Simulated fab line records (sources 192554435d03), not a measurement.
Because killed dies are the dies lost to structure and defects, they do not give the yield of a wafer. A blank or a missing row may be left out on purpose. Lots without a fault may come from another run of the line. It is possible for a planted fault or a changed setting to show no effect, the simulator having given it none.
Lot-split experiment	flow n5-finfet	route with 1938 steps; 7 lots, 21 wafers read

ABOUT THE SPLIT
At N5_BEOL_M1_ETCH_64 (etches SOC in N2/H2, target depth 75 nm, overetch 15 nm, time 112.5 s), the setting time-s was moved away from the recipe's 112.5 s on 7 of the 21 wafers read, by -20.7% to +10.8%. The other wafers ran this setting at the recipe's value.

The split's own step is where the reading is taken.

THE READING
SiARC_of_BEOL_M1_COAT_62.thk-nm (the simulator's own value, which no gauge read), in nm, at N5_BEOL_M1_ETCH_64 (etches SOC in N2/H2, target depth 75 nm, overetch 15 nm, time 112.5 s). The file does not state a usual value for it. Across the 14 wafers here that went through the recipe, the average is 6.9 nm and the standard deviation 0.22 nm.

wafer	tool, chamber at the split	time-s as run, s	against the recipe	SiARC_of_BEOL_M1_COAT_62.thk-nm, nm	against lot-mates on the recipe
L081.1	rie-diel-02, 2	112.5	recipe	6.8	-
L081.2	rie-diel-02, 1	124	+10.2%	6	-0.8
L081.3	rie-diel-02, 0	124	+10.2%	6.2	-0.6
L082.2	rie-diel-06, 0	112.5	recipe	7	-
L082.4	rie-diel-06, 3,1	112.5	recipe	6.8	-
L082.6	rie-diel-06, 3,1	112.5	recipe	6.8	-
L084.2	rie-diel-01, 3	112.5	recipe	7	-
L084.3	rie-diel-01, 0,2	124.7	+10.8%	6.4	-0.6
L084.6	rie-diel-01, 0,2	124.7	+10.8%	6.4	-0.6
L087.1	rie-diel-01, 2	100.3	-10.8%	7.4	+0.4
L087.2	rie-diel-01, 3	112.5	recipe	7	-
L087.3	rie-diel-01, 1	100.3	-10.8%	7.2	+0.2
L090.2	rie-diel-01, 3	112.5	recipe	7.2	-
L090.5	rie-diel-01, 3	112.5	recipe	7.2	-
L090.3	rie-diel-01, 0	112.5	recipe	7	-
L091.2	rie-diel-02, 3	89.19	-20.7%	8	+1.3
L091.3	rie-diel-02, 0	112.5	recipe	6.6	-
L091.6	rie-diel-02, 0	112.5	recipe	6.8	-
L092.2	rie-diel-02, 1	112.5	recipe	6.6	-
L092.4	rie-diel-02, 3	112.5	recipe	7	-
L092.6	rie-diel-02, 1	112.5	recipe	6.4	-
Where a row lists several chambers, the file gives one row for several wafers and doesn't say which wafer went through which chamber.

FIT RESULTS
A straight line over all 21 wafers: SiARC_of_BEOL_M1_COAT_62.thk-nm changes by -0.0529 nm for each +1% of time-s; r = -0.88; the points scatter about the line by 0.22 nm.
The same after taking each lot's own level away (the mean of its wafers on the recipe; 21 wafers): -0.0548 nm for each +1%; r = -0.93; scatter 0.16 nm.
Per that fit: largest time-s move, reading shift of 1.1 nm.
Measured against the standard deviation above, the lots' own levels, which go from 6.67 to 7.13 nm, span 2.1 times it.
Consequently the slope shifts little with the lot-to-lot level, the two slopes agreeing.
Check: +0.95 nm against its lot-mates is what the line predicts for one of the wafers moved furthest among these (-20.7%) when that wafer is left out of the fit. It came out at +1.3 nm against them.

THESE WAFERS: OTHER SPLITS
Other splits were also applied to these wafers ahead of the reading. Each is held against what the fit with the lots' levels taken away leaves over:
other split on the same wafers	wafers away from the commonest value	r with SiARC_of_BEOL_M1_COAT_62.thk-nm (lot level and that fit taken away)
N5_BEOL_M0_SAQP_COAT_08 spin-rpm	9	+0.03
N5_BEOL_M0_CUTY_ETCH_63 source-w	9	-0.16

THE FILE'S OWN FIT
SiARC_of_BEOL_M1_COAT_62.thk-nm changes by -0.057 nm for each +1% of time-s, r = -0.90.
